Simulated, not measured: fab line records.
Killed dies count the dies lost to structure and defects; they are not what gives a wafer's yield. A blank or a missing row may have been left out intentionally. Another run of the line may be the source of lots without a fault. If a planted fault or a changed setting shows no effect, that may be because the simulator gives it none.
Matching of chambers	flow n5_finfet	cvd_co-01 running N5_BEOL_M5_PRE_CLEAN_77: 3 sister chambers
The step time 15 s. 24 wafers are shown with their chamber, then 12 later ones without.

== WAFERS WITH THEIR CHAMBER ==
wafer	chamber	heater_power_w (W)
L075.2	2	65
L075.3	0	67
L075.6	1	76
L078.2	2	66
L078.3	1	76
L078.5	1	75
L077.1	1	76
L077.2	2	65
L077.3	0	68
L077.4	1	74
L077.5	2	64
L077.6	0	69
L083.1	1	75
L083.5	1	73
L083.6	2	65
L086.1	1	73
L086.2	2	66
L086.3	0	67
L086.4	1	76
L086.5	2	64
L086.6	0	66
L088.1	1	73
L088.4	1	76
L088.5	0	66

SIGNATURES, as means of the wafers listed above
reading	chamber 0	chamber 1	chamber 2	scatter within a chamber
heater_power_w	67.17	74.82	65.00	1.16
Rule: for each reading, subtract the chamber's mean from the wafer's reading, divide by that reading's scatter and square the result; add these up over the readings and take the root, which gives the wafer's distance from the chamber. If the next closest chamber is less than 2 further off than the closest, the wafer can't be placed; otherwise it belongs to the closest. How the scatter is found: for the shown wafers, subtract from each reading the mean of its chamber, square and add these, divide the total by (wafers less chambers), then take the root.

== WAFERS WITH NO CHAMBER GIVEN ==
wafer	heater_power_w (W)
L093.3	66
L093.5	74
L093.6	67
L092.1	67
L092.2	66
L092.5	65
L094.2	67
L094.3	76
L094.6	64
L096.4	65
L096.5	75
L096.6	67

== THE CHAMBER EACH PASSED THROUGH ==
wafer	from the rows above	in truth
L093.3	can't be placed: 2 or 0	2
L093.5	1	1
L093.6	can't be placed: 0 or 2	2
L092.1	can't be placed: 0 or 2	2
L092.2	can't be placed: 2 or 0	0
L092.5	can't be placed: 2 or 0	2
L094.2	can't be placed: 0 or 2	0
L094.3	1	1
L094.6	can't be placed: 2 or 0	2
L096.4	can't be placed: 2 or 0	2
L096.5	1	1
L096.6	can't be placed: 0 or 2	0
3 of 12 placed correctly. Not placeable from these rows: 9 (in 9, the candidates include the true chamber). Placed wrongly: 0.
